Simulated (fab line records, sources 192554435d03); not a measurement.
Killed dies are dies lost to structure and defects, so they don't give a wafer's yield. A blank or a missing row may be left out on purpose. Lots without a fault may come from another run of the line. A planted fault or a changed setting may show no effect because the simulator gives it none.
fab line records | flow n5_finfet
record lots=4 wafers=12 last_day=17
route steps=1938 shown HKMG_FIN@433 GATE_CUT@465 PASSIVATION@1936
lots that met no fault: from a run of the same line without faults
start_h: hours from the record's first day to the start of the lot's first wafer shown | wait_h: hours since the lot's step before | " the same as in the row above | L1.1+2: a row that stands for several wafers | - no value, or no start given | * or withheld: withheld | < > ~ a bound
route shown NAME@n: a module of which the file shows steps, and the number in the route of the first | usual: mean/standard deviation of fault-free wafers | same: alike in all rows | chamber/n: place in a boat | sites: the reading at each site | _std_site: their standard deviation | _edge_site: outer sites' mean less inner sites' | radius_mm: how far each site lies from the wafer's centre | mask NAME#n: copy n | behind: the tool/chamber that last shaped the wafer | hold: why the lot was held/for how many hours/how that ended | device: the transistor (n, p or np) that didn't switch | end of line: the same wafers' tests at the end of the route | a step without rows: its recipe alone | killed: dies lost to structure and defects at the first sort, not the wafer's yield | map: a wafer's dies, x killed, . not, _ none there
set.NAME: the setting as run; set.NAME@STEP: as run at that earlier step | model.NAME: the simulator's own value behind a step, which no gauge read
lots at some steps of the route; a table a step, a row a wafer
services: from which hour (start_h, from the record's first day; less than 0 if before it) a tool's chamber was out of use, for how many hours, and why
## steps
# step N5_HKMG_FIN_DESCUM_17
# recipe chemistry=O2 time_s=7.9 source_power_w=50 bias_power_w=20 pressure_mtorr=20 rf_frequency_hz=2.712e+07 temp_c=40 resist=CAR-ArF o2_flow_sccm=225
# step N5_HKMG_FIN_ETCH_31
# recipe chemistry=CF4 target=SiARC target_depth_a=455 mask_material=CAR-ArF time_s=75.8 ion_energy_ev=80 pressure_mtorr=40 source_w=545 bias_w=36 Ar_flow_sccm=100 cf4_flow_sccm=100 ends=cleared
# step N5_HKMG_FIN_ETCH_32
# recipe chemistry=N2/H2 target=SOC target_depth_a=2400 temp_c=40 time_s=300 ion_energy_ev=200 mask_material=SiARC pressure_mtorr=30 source_w=840 bias_w=150 n2_flow_sccm=200 h2_flow_sccm=200
# step N5_HKMG_FIN_STRIP_33
# recipe chemistry=N2/H2 temp_c=40 n2_flow_sccm=200 h2_flow_sccm=200 rf_frequency_hz=6e+07
# step N5_HKMG_FIN_STRIP_34
# recipe chemistry=CF4 resist=SiARC power_w=300 bias_power_w=75 pressure_mtorr=50 cf4_flow_sccm=150 rf_frequency_hz=6e+07
# step N5_HKMG_FIN_ETCH_35
# recipe chemistry=N2/H2 target=SOC target_depth_a=2158 ion_energy_ev=65 bias_w=5 source_w=3000 time_s=243.4 pressure_mtorr=30 n2_flow_sccm=200 h2_flow_sccm=200
# step N5_HKMG_FIN_STRIP_92
# recipe chemistry=N2/H2 material=SOC time_s=20 power_w=500 temp_c=40 pressure_mtorr=50 rf_frequency_hz=6e+07 bias_power_w=8 h2_frac=0.5 n2_flow_sccm=300 h2_flow_sccm=300
# step N5_HKMG_FIN_WET_ETCH_18
# recipe chemistry=SC1 target=TiN mix=1:1:5 temp_c=* time_s=55 target_depth_nm=5.2 dry=ipa_marangoni rinse_time_s=30 rinse_temp_c=23
# step N5_HKMG_FIN_STRIP_19
# recipe chemistry=N2/H2 power_w=2500 temp_c=300 h2_frac=0.65 time_s=360 pressure_mtorr=withheld n2_flow_sccm=1750 h2_flow_sccm=3250
# step N5_HKMG_FIN_ALD_91
# recipe material=TiN target_thk_a=10 temp_c=400 ald_precursor_family=TiCl4 ald_co_reactant=NH3 pulse_time_s=1 purge_time_s=3 co_reactant_purge_time_s=2 co_reactant_pulse_time_s=2 ald_cycles=47 pressure_torr=3
# usual chamber_pressure_Torr=3.000/0.0066 heater_power_w=863/78 precursor_pulse_height_rel=1.002/0.021 susceptor_temp_C=400.00/0.21
# columns lot.wafer tool chamber start_h wait_h chamber_pressure_Torr heater_power_w precursor_pulse_height_rel susceptor_temp_C
L439.1 ald_metal-04 1 123.13 0.3 3.003 880 0.988 399.99
L439.2 " 0 " " 2.990 950 0.997 400.23
L439.6 " 2 " " 2.993 723 1.014 399.69
L443.2 ald_metal-04 3 150.85 0.3 2.994 807 0.997 400.04
L443.3 " 2 " " 3.000 708 0.985 400.23
L443.4 " 3 " " 2.995 790 0.991 400.26
L446.2 ald_metal-04 1 172.11 0.3 3.000 871 0.962 399.52
L446.3 " 2 " " 2.989 746 1.003 400.05
L446.6 " 2 " " 3.008 736 1.019 400.27
L453.1 ald_metal-01 2 205.94 0.3 2.998 807 1.021 399.94
L453.2 " 1 " " 3.002 1060 0.993 400.05
L453.4 " 1 " " 2.999 1029 1.015 399.84
# step N5_HKMG_FIN_COAT_85
# recipe resist=SOC temp_c=250 time_s=60 spin_rpm=1500 resist_thk_nm=300
# step N5_HKMG_FIN_ETCH_86
# recipe chemistry=N2/H2 target=SOC target_depth_a=3932 stop_on=TiN ion_energy_ev=100 bias_w=61 pressure_mtorr=30 source_w=850 n2_flow_sccm=200 h2_flow_sccm=200
# step N5_HKMG_FIN_STRIP_89
# recipe chemistry=N2/H2 material=SOC time_s=20 power_w=500 temp_c=40 pressure_mtorr=50 rf_frequency_hz=6e+07 bias_power_w=8 h2_frac=0.5 n2_flow_sccm=300 h2_flow_sccm=300
# step N5_HKMG_FIN_WET_ETCH_87
# recipe chemistry=SC1 target=TiN mix=1:2:40 temp_c=50 time_s=154.2 target_depth_nm=4.7 dry=ipa_marangoni rinse_time_s=30 rinse_temp_c=23
# step N5_HKMG_FIN_STRIP_88
# recipe chemistry=N2/H2 power_w=2500 temp_c=300 h2_frac=0.65 time_s=360 pressure_mtorr=withheld n2_flow_sccm=1750 h2_flow_sccm=3250
# step N5_HKMG_FIN_NWFM_ALD_20
# recipe material=TiAlC target_thk_a=20 temp_c=300 ald_precursor_family=TiCl4 ald_co_reactant=TEA pulse_time_s=3 purge_time_s=2 co_reactant_purge_time_s=2 co_reactant_pulse_time_s=10 ald_cycles=7 pressure_torr=3
# step N5_HKMG_FIN_ALD_71
# recipe material=TiN target_thk_a=10 temp_c=400 ald_precursor_family=TiCl4 ald_co_reactant=NH3 pulse_time_s=1 purge_time_s=3 co_reactant_purge_time_s=2 co_reactant_pulse_time_s=2 ald_cycles=47 pressure_torr=3
# step N5_HKMG_FIN_COAT_66
# recipe resist=SOC temp_c=250 time_s=60 spin_rpm=1500 resist_thk_nm=300
# step N5_HKMG_FIN_ETCH_67
# recipe chemistry=N2/H2 target=SOC target_depth_a=3889 stop_on=TiN ion_energy_ev=100 bias_w=61 pressure_mtorr=30 source_w=850 n2_flow_sccm=200 h2_flow_sccm=200
# step N5_HKMG_FIN_STRIP_90
# recipe chemistry=N2/H2 material=SOC time_s=20 power_w=500 temp_c=40 pressure_mtorr=50 rf_frequency_hz=6e+07 bias_power_w=8 h2_frac=0.5 n2_flow_sccm=300 h2_flow_sccm=300
# step N5_HKMG_FIN_WET_ETCH_73
# recipe chemistry=SC1 mix=1:2:40 temp_c=50 time_s=42.3 target_depth_nm=1.3 dry=ipa_marangoni rinse_time_s=30 rinse_temp_c=23
# step N5_HKMG_FIN_ETCHBACK_68
# recipe chemistry=Cl2/Ar stop_on=HfO2 target_depth_a=5 pressure_mtorr=10 icp_w=600 bias_w=60 Cl2_flow_sccm=40 Ar_flow_sccm=60
# step N5_HKMG_FIN_STRIP_69
# recipe chemistry=N2/H2 power_w=2500 temp_c=300 h2_frac=0.65 time_s=360 pressure_mtorr=withheld n2_flow_sccm=1750 h2_flow_sccm=3250
# step N5_HKMG_FIN_ALD_21
# recipe material=TiN target_thk_a=15 temp_c=400 ald_precursor_family=TiCl4 ald_co_reactant=NH3 pulse_time_s=1 purge_time_s=3 co_reactant_purge_time_s=2 co_reactant_pulse_time_s=2 ald_cycles=68 pressure_torr=3
# step N5_HKMG_FIN_ALD_72
# recipe material=W target_thk_a=20 temp_c=300 pressure_torr=7.5 ald_precursor_family=WF6 ald_co_reactant=B2H6 pulse_time_s=1 purge_time_s=2 co_reactant_purge_time_s=2 co_reactant_pulse_time_s=3 ald_cycles=7
# step N5_HKMG_FIN_W_FILL_22
# recipe material=W target_thk_a=600 temp_c=400 pressure_torr=39.4 time_s=18.2
# step N5_HKMG_FIN_PRECLEAN_83
# recipe chemistry=DIW time_s=57.5 temp_c=23
# step N5_HKMG_FIN_SRD_84
# recipe dry_time_s=32 dry=n2_spin spin_rpm=1500
# step N5_HKMG_FIN_CMP_23
# recipe stop_on=SiNx t_overpolish_s=10 post_cmp_clean=rinse_only down_force_psi=4 platen_rpm=50.289 pad_velocity_m_s=1.0006 target_thk_nm=46.326
# step N5_HKMG_FIN_CMP_94
# recipe stop_on=SiNx post_cmp_clean=w_dilute_nh4oh t_overpolish_s=4.7 down_force_psi=4 platen_rpm=50.289 pad_velocity_m_s=1.0006 target_thk_nm=43.299
# step N5_GATE_CUT_ETCHBACK_00
# recipe chemistry=SF6/Cl2 target=W pressure_mtorr=8 icp_w=900 bias_w=80 SF6_flow_sccm=40 Cl2_flow_sccm=60
# step N5_GATE_CUT_ETCH_56
# recipe chemistry=Cl2/Ar target=TiN target_depth_a=216 pressure_mtorr=10 icp_w=600 bias_w=60 Cl2_flow_sccm=40 Ar_flow_sccm=60
# step N5_GATE_CUT_ETCHBACK_30
# recipe chemistry=Cl2/Ar target=TiN target_depth_a=30 mode=isotropic pressure_mtorr=10 icp_w=600 bias_w=60 Cl2_flow_sccm=40 Ar_flow_sccm=60
# step N5_GATE_CUT_VAPOR_ETCH_60
# recipe chemistry=BCl3/Cl2 target=HfO2 mode=isotropic
# step N5_GATE_CUT_ETCH_58
# recipe chemistry=CH3F/O2 target=SiNx target_depth_a=170 time_s=128.6 ion_energy_ev=50 pressure_mtorr=30 source_w=415 bias_w=21 Ar_flow_sccm=150 CH3F_flow_sccm=30 O2_flow_sccm=20
# step N5_GATE_CUT_STRIP_59
# recipe chemistry=N2/H2 time_s=20 power_w=100 temp_c=40 pressure_mtorr=100 rf_frequency_hz=6e+07 bias_power_w=3 n2_flow_sccm=300 h2_flow_sccm=300
# step N5_GATE_CUT_PRECLEAN_31
# recipe temp_c=23 chemistry=DIW time_s=300
# step N5_PASSIVATION_PROBE_49
# usual killed_at_M0_to_M3=34/11 killed_at_M4_up=14/5.7 killed_at_contacts=14/6.9 killed_at_front_end=40/11 killed_at_other=4/3.1 killed_dies=105/17 killed_on_rim=14/4.1 killed_open=70/13 killed_short=34/7.6
# same gross_dies=1180 killed_at_back_side=0
# columns lot.wafer tool chamber start_h wait_h killed_at_M0_to_M3 killed_at_M4_up killed_at_contacts killed_at_front_end killed_at_other killed_dies killed_on_rim killed_open killed_short
L439.1 prober-01 - 313.39 0.0 30 17 12 71 2 132 18 71 58
L439.2 prober-01 - 313.44 0.1 49 6 11 51 2 119 19 67 51
L439.6 prober-01 - 313.64 0.3 42 9 15 51 4 121 14 67 53
L443.2 prober-01 - 343.54 0.1 40 10 12 151 1 214 26 60 36
L443.3 prober-01 - 343.59 0.1 34 11 22 104 6 177 23 58 33
L443.4 prober-01 - 343.64 0.2 32 12 13 155 1 213 20 54 37
L446.2 prober-01 - 369.43 0.1 35 10 10 125 6 186 31 64 46
L446.3 prober-01 - 369.48 0.1 32 15 1 131 7 186 25 68 32
L446.6 prober-01 - 369.63 0.3 41 20 14 147 10 232 35 100 41
L453.1 prober-01 - 410.97 0.0 25 23 25 41 2 116 10 76 39
L453.2 prober-01 - 411.02 0.1 35 21 16 35 3 110 8 80 28
L453.4 prober-01 - 411.12 0.2 24 18 16 53 5 116 13 81 33
# killed by level:class
L439.1 GATE_CUT:geometric_particle:short=22 FIN_SAQP:geometric_particle:short=10 GATE_CUT:geometric_particle:open=10 BEOL_M4:geometric_particle:open=10 FIN_SAQP:geometric_particle:open=8 MOL_CONTACT_COAG:geometric_particle:open=8 BEOL_M0_SAQP:geometric_particle:open=8 BEOL_M0_SAQP:geometric_particle:short=6
L439.2 BEOL_M0_SAQP:geometric_particle:open=15 FIN_SAQP:geometric_particle:open=14 BEOL_M0_SAQP:geometric_particle:short=12 FIN_SAQP:geometric_particle:short=10 BEOL_M2:geometric_particle:short=9 MOL_CONTACT_COAG:geometric_particle:open=8 STARTING-WAFER:geometric_particle:short=8 BEOL_M2:geometric_particle:open=6
L439.6 BEOL_M0_SAQP:geometric_particle:open=19 GATE_CUT:geometric_particle:short=17 FIN_SAQP:geometric_particle:open=12 MOL_CONTACT_COAG:geometric_particle:open=12 BEOL_M0_SAQP:geometric_particle:short=12 FIN_SAQP:geometric_particle:short=11 BEOL_M3:geometric_particle:open=6 DUMMY_GATE:geometric_particle:open=3
L443.2 HKMG_FIN:unspecified=117 BEOL_M3:geometric_particle:open=12 MOL_CONTACT_COAG:geometric_particle:open=10 BEOL_M0_SAQP:geometric_particle:short=10 BEOL_M0_SAQP:geometric_particle:open=8 GATE_CUT:geometric_particle:short=6 STI_FIN_REVEAL:geometric_particle:open=4 DUMMY_GATE:geometric_particle:open=4
L443.3 HKMG_FIN:unspecified=84 MOL_CONTACT_COAG:geometric_particle:open=17 BEOL_M0_SAQP:geometric_particle:short=9 BEOL_M3:geometric_particle:open=8 BEOL_M4:geometric_particle:open=8 BEOL_M0_SAQP:geometric_particle:open=7 GATE_CUT:geometric_particle:short=5 MOL_CONTACT_COAG:geometric_particle:short=5
L443.4 HKMG_FIN:unspecified=122 BEOL_M3:geometric_particle:open=10 MOL_CONTACT_COAG:geometric_particle:open=9 BEOL_M0_SAQP:geometric_particle:short=8 FIN_SAQP:geometric_particle:open=6 BEOL_M2:geometric_particle:open=6 FIN_SAQP:geometric_particle:short=5 BEOL_M4:geometric_particle:open=5
L446.2 HKMG_FIN:unspecified=76 BEOL_M0_SAQP:geometric_particle:short=13 FIN_SAQP:geometric_particle:open=10 BEOL_M0_SAQP:geometric_particle:open=10 FIN_SAQP:geometric_particle:short=8 MOL_CONTACT_COAG:geometric_particle:open=8 STI_FIN_REVEAL:geometric_particle:open=7 ILD0:geometric_particle:short=7
L446.3 HKMG_FIN:unspecified=85 STI_FIN_REVEAL:geometric_particle:open=9 FIN_SAQP:geometric_particle:open=7 BEOL_M0_SAQP:geometric_particle:short=7 FIN_SAQP:geometric_particle:short=6 DUMMY_GATE:geometric_particle:open=6 ILD0:geometric_particle:short=6 BEOL_M0_SAQP:geometric_particle:open=6
L446.6 HKMG_FIN:unspecified=90 FIN_SAQP:geometric_particle:open=14 MOL_CONTACT_COAG:geometric_particle:open=14 BEOL_M0_SAQP:geometric_particle:open=12 STI_FIN_REVEAL:geometric_particle:open=10 DUMMY_GATE:geometric_particle:open=8 BEOL_M3:geometric_particle:open=8 FIN_SAQP:geometric_particle:short=6
L453.1 MOL_CONTACT_COAG:geometric_particle:open=18 STI_FIN_REVEAL:geometric_particle:open=12 BEOL_M4:geometric_particle:open=8 MOL_CONTACT_COAG:geometric_particle:short=7 BEOL_M4:geometric_particle:short=6 FIN_SAQP:geometric_particle:short=5 DUMMY_GATE:geometric_particle:open=5 BEOL_M0_SAQP:geometric_particle:short=5
L453.2 MOL_CONTACT_COAG:geometric_particle:open=15 BEOL_M4:geometric_particle:open=13 BEOL_M0_SAQP:geometric_particle:open=10 STI_FIN_REVEAL:geometric_particle:open=9 FIN_SAQP:geometric_particle:short=8 BEOL_M1:geometric_particle:open=7 FIN_SAQP:geometric_particle:open=6 BEOL_M0_SAQP:geometric_particle:short=6
L453.4 STI_FIN_REVEAL:geometric_particle:open=26 MOL_CONTACT_COAG:geometric_particle:open=13 STI_FIN_REVEAL:geometric_particle:short=7 BEOL_M0_SAQP:geometric_particle:short=7 BEOL_M0_SAQP:geometric_particle:open=7 BEOL_M4:geometric_particle:open=7 GATE_CUT:geometric_particle:short=6 BEOL_M1:geometric_particle:open=4
# map L443.2 (x killed, . not)
_________________...x........________________
______________.......x.........._____________
___________..............x.........__________
__________x...........xx............_________
________......x...............x....xx._______
_______...x.x.x...x...............x....______
______...............x.xx.....x........._____
_____..............x............xxx......____
____....................x.....x.......x.x.___
___...x...................x.......x...x....__
___......................x.................__
__..x..................x.....x.....x.......x_
__.x..........x.....x............x.........._
_x..x..................................x...xx
_x..............xx......x.....x...x..........
_.................x.........x................
_......x.......x......x....x........x.....x..
_.x...................xx..x....xx............
_x...............................x.x...x.....
_....................x.........xx.xx...xx....
_...........x................xx.xxxxx.x.x..x.
__........x.....x.x...xx...x..xxxxxxxxxxx..._
__.............x........x..x.xxxxxxxxxxxxxx._
___.........x...............xxxxxxxxxxxxxx.__
___..x.......x..............xxxxxxxxxxxxxx.__
____...............x...xx....xxxxxxxxxxxxx___
_____............x......x..x.xxxxxxxxxxxx____
______.....xx................x..xxxxxxxx_____
_______.......x.....x............xxxxxx______
________.........xx...x.........xx.xx._______
__________.........x............x..x_________
___________........................__________
______________.................x_____________
_________________............________________
# map L446.6 (x killed, . not)
_________________.....xx.....________________
______________.......x......x..._____________
___________.x........x.............__________
__________.......x.................._________
________.x......x.x.x....x............_______
_______...................x...........x______
______.x...xx...................xx..x..._____
_____.......x.xxx...............x......x.____
____..............x......xx.............xx___
___.x..x.....................x..........xxx__
___...x......xxxxx.....x.x.....x.x..xxxx.xx__
__...x............x..xx..xx...x...x.xxxxxxxx_
__x..........x.......x.....x..x......xxxxxxx_
_...xx............x...x...x.....x.x.xxxxxxxxx
_x......x.....x...................xx.xxxxxxxx
_.............x......x...........xx.xxxxxxxxx
_......x.............x..............xxxxxxxxx
_..x.....x..x............xx..........xxxxxxxx
_.........x.x......x..xx.x...........xxxxxxxx
_.x.............x........x........xx..xxxxx.x
_.......x...x..........x.x.x...x.x.x..x..xx..
__.........xx.............................xx_
__.xx.......x..x...........x.x.............._
___.....x....x....x........................__
___...x.........xx............x........x...__
____............x......x....xx............___
_____..x.x...................x......x....____
______......x....x..x...........xx......_____
_______...............x.x.x...........x______
________...x...x.......x...x...x.....x_______
__________..x..x.................x.x_________
___________...xx...................__________
______________.................x_____________
_________________..........x.________________
## services
# columns tool chamber start_h hours kind
ald_metal-04 0 144.49 25.5 repair
ald_metal-01 0 194.29 26.0 repair
## key
first_sign step=N5_PASSIVATION_PROBE_49 reading=killed_at_front_end direction=up sigmas=8.4 usual=40 struck=136
effect step=N5_PASSIVATION_PROBE_49 reading=killed_dies direction=up sigmas=5.8 usual=105 struck=201
more_kills_born_at N5_HKMG_FIN_ALD_91@ald_metal-04=574
met_at N5_HKMG_FIN_ALD_91
struck_wafers L443.2,L443.3,L443.4,L446.2,L446.3,L446.6
tester_left_out L443,L446
onset_between 123.13 150.85
fault kind=chamber_particle_source tool=ald_metal-04 chamber=- onset_h=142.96 steps=N5_HKMG_FIN_ALD_91 rate_per_visit_cm2=0.83635 end_h=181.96
# tester_left_out: of these lots the tester's yield and bins aren't shown, on N5 and GAA mostly nor the transistor test; their killed dies are dies lost to structure and defects alone, not to doping, threshold or leakage, so they don't give the yield
